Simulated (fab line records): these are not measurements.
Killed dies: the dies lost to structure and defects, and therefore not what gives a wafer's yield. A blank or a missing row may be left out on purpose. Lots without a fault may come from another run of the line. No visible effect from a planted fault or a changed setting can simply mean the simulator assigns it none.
Matching of chambers / flow nand harc / ald hk-02 running NHARC_A_CHANNEL_FILL_D1_ALD_16: 4 sister chambers
The step deposits SiO2, target thk 1.5 nm, pulse time 10 s, ald cycles 15. 4 wafers are shown with their chamber, then 10 later ones without.

== WAFERS PAIRED WITH THEIR CHAMBERS ==
wafer=L080.3; chamber=0; heater power w (W)=397
wafer=L082.3; chamber=2; heater power w (W)=535
wafer=L085.1; chamber=1; heater power w (W)=492
wafer=L085.2; chamber=3; heater power w (W)=489

== WAFERS WHOSE CHAMBER IS MISSING ==
wafer=L085.4; heater power w (W)=539
wafer=L087.2; heater power w (W)=485
wafer=L087.3; heater power w (W)=526
wafer=L087.5; heater power w (W)=504
wafer=L092.1; heater power w (W)=459
wafer=L092.3; heater power w (W)=475
wafer=L092.4; heater power w (W)=499
wafer=L094.1; heater power w (W)=458
wafer=L094.2; heater power w (W)=484
wafer=L094.4; heater power w (W)=398

== WHICH CHAMBER EACH ONE RAN IN ==
wafer=L085.4; from the rows above=2; in truth=2
wafer=L087.2; from the rows above=can't be placed: 3 or 1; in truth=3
wafer=L087.3; from the rows above=can't be placed: 2 or 1 or 3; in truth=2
wafer=L087.5; from the rows above=can't be placed: 1 or 3 or 2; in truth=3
wafer=L092.1; from the rows above=can't be placed: 3 or 1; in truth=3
wafer=L092.3; from the rows above=can't be placed: 3 or 1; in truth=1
wafer=L092.4; from the rows above=can't be placed: 1 or 3 or 2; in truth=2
wafer=L094.1; from the rows above=can't be placed: 3 or 1 or 0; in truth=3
wafer=L094.2; from the rows above=can't be placed: 3 or 1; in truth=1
wafer=L094.4; from the rows above=0; in truth=0
Placed correctly: 2 of 10. Cannot be placed on the basis of these rows: 8; the candidates contain the true chamber in 8. Placed wrongly: 0.
How it was worked out, from the rows above alone: a wafer's distance from a chamber is the root of the sum, over the readings, of the square of ((its reading less the chamber's mean) divided by the reading's scatter). The wafer belongs to the nearest chamber; if the next one is less than 2 further off, it can't be placed. A chamber's mean is the mean of its shown wafers. The scatter: root of mean squared gap, hidden wafer to nearest shown wafer, with one shown wafer a chamber.
